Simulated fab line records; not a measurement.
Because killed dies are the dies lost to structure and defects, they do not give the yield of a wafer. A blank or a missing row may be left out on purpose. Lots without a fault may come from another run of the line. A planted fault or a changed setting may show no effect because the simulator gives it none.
Split-lot trial    flow n5-finfet    21 wafers read across 7 lots, on a route 1938 steps long

## THE SPLIT
At N5_BEOL_M0_SAQP_COAT_34 (resist thk 30 nm), the setting spin-rpm was moved away from the recipe's 1500 rpm on 8 of the 21 wafers read, by -10.7% to +10.3%. The other wafers ran this setting at the recipe's value.

## FROM THE SPLIT TO THE READING: what the file shows between them, 4 steps
- N5_BEOL_M0_SAQP_EBR_36
- N5_BEOL_M0_SAQP_SOFTBAKE_35: time 60 s
- N5_BEOL_M0_SAQP_EXPOSE_37: exposes mask M0 CUT1, target cd 30 nm
- N5_BEOL_M0_SAQP_PEB_38: peb time 60 s

## THE READING
CAR-EUV_of_BEOL_M0_SAQP_COAT_34.thk-nm (the simulator's own value, which no gauge read), in nm, at N5_BEOL_M0_SAQP_DEVELOP_39 (develop time 30 s). The file does not state a usual value for it. Average 29.6 nm, standard deviation 0.084 nm, over the 13 wafers here run with the recipe.

wafer   tool, chamber at the split  spin-rpm as run, rpm  against the recipe  CAR-EUV_of_BEOL_M0_SAQP_COAT_34.thk-nm, nm  against lot-mates on the recipe
L077.1  litho-track-03, 0           1500                  recipe              29.6                                        -
L077.6  litho-track-03, 0           1500                  recipe              29.6                                        -
L077.2  litho-track-03, 0           1590                  +6.0%               28.6                                        -1.0
L081.1  litho-track-01, 0           1500                  recipe              29.6                                        -
L081.4  litho-track-01, 0           1500                  recipe              29.6                                        -
L081.3  litho-track-01, 0           1645                  +9.7%               28.2                                        -1.4
L084.1  litho-track-01, 0           1357                  -9.5%               31                                          +1.6
L084.2  litho-track-01, 0           1357                  -9.5%               31                                          +1.6
L084.5  litho-track-01, 0           1500                  recipe              29.4                                        -
L085.1  litho-track-03, 0           1500                  recipe              29.6                                        -
L085.3  litho-track-03, 0           1500                  recipe              29.6                                        -
L085.4  litho-track-03, 0           1500                  recipe              29.6                                        -
L088.2  litho-track-01, 0           1340                  -10.7%              31.4                                        +2.0
L088.5  litho-track-01, 0           1340                  -10.7%              31.4                                        +2.0
L088.6  litho-track-01, 0           1500                  recipe              29.4                                        -
L096.1  litho-track-03, 0           1655                  +10.3%              28.2                                        -1.4
L096.3  litho-track-03, 0           1655                  +10.3%              28.2                                        -1.4
L096.4  litho-track-03, 0           1500                  recipe              29.6                                        -
L097.1  litho-track-01, 0           1500                  recipe              29.6                                        -
L097.3  litho-track-01, 0           1500                  recipe              29.6                                        -
L097.6  litho-track-01, 0           1500                  recipe              29.4                                        -

THE FIT
A straight line over all 21 wafers: CAR-EUV_of_BEOL_M0_SAQP_COAT_34.thk-nm changes by -0.151 nm for each +1% of spin-rpm; r = -0.99; the points scatter about the line by 0.12 nm.
The same after taking each lot's own level away (the mean of its wafers on the recipe; 21 wafers): -0.161 nm for each +1%; r = -0.99; scatter 0.12 nm.
According to that fit, moving spin-rpm by its largest amount changes the reading by 1.7 nm.
Across the lots, their own levels run from 29.40 to 29.60 nm, a range of 2.4 times the standard deviation given above.
The two slopes agree, so the slope changes little with the lot-to-lot level.
Check: +1.73 nm against its lot-mates is what the line predicts for one of the wafers moved furthest among these (-10.7%) when that wafer is left out of the fit. It came out at +2 nm against them.

## OTHER SPLITS ON THESE WAFERS
Other splits were also applied to these wafers ahead of the reading. Each is held against what the fit with the lots' levels taken away leaves over:
other split on the same wafers        wafers away from the commonest value  r with CAR-EUV_of_BEOL_M0_SAQP_COAT_34.thk-nm (lot level and that fit taken away)
N5_MOL_CONTACT_COAG_COAT_02 spin-rpm  6                                     +0.11
N5_BEOL_M0_SAQP_PECVD_04 time-s       5                                     -0.02
N5_BEOL_M0_SAQP_COAT_08 spin-rpm      5                                     -0.01
N5_BEOL_M0_SAQP_COAT_87 spin-rpm      7                                     -0.01

## THE WHOLE CHAIN: every reading that the file lists as answering this split, in the file's order
step                        what it does       reading                                                                                  change (the file's fit)                r (the file's)
N5_BEOL_M0_SAQP_COAT_34     resist thk 30 nm   CAR-EUV_of_BEOL_M0_SAQP_COAT_34.thk-nm (the simulator's own value, which no gauge read)  -0.155 nm for each +1% of the setting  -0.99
N5_BEOL_M0_SAQP_DEVELOP_39  develop time 30 s  CAR-EUV_of_BEOL_M0_SAQP_COAT_34.thk-nm (the simulator's own value, which no gauge read)  -0.16 nm for each +1% of the setting   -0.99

## FILE'S OWN FIT
CAR-EUV_of_BEOL_M0_SAQP_COAT_34.thk-nm changes by -0.16 nm for each +1% of spin-rpm, r = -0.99.
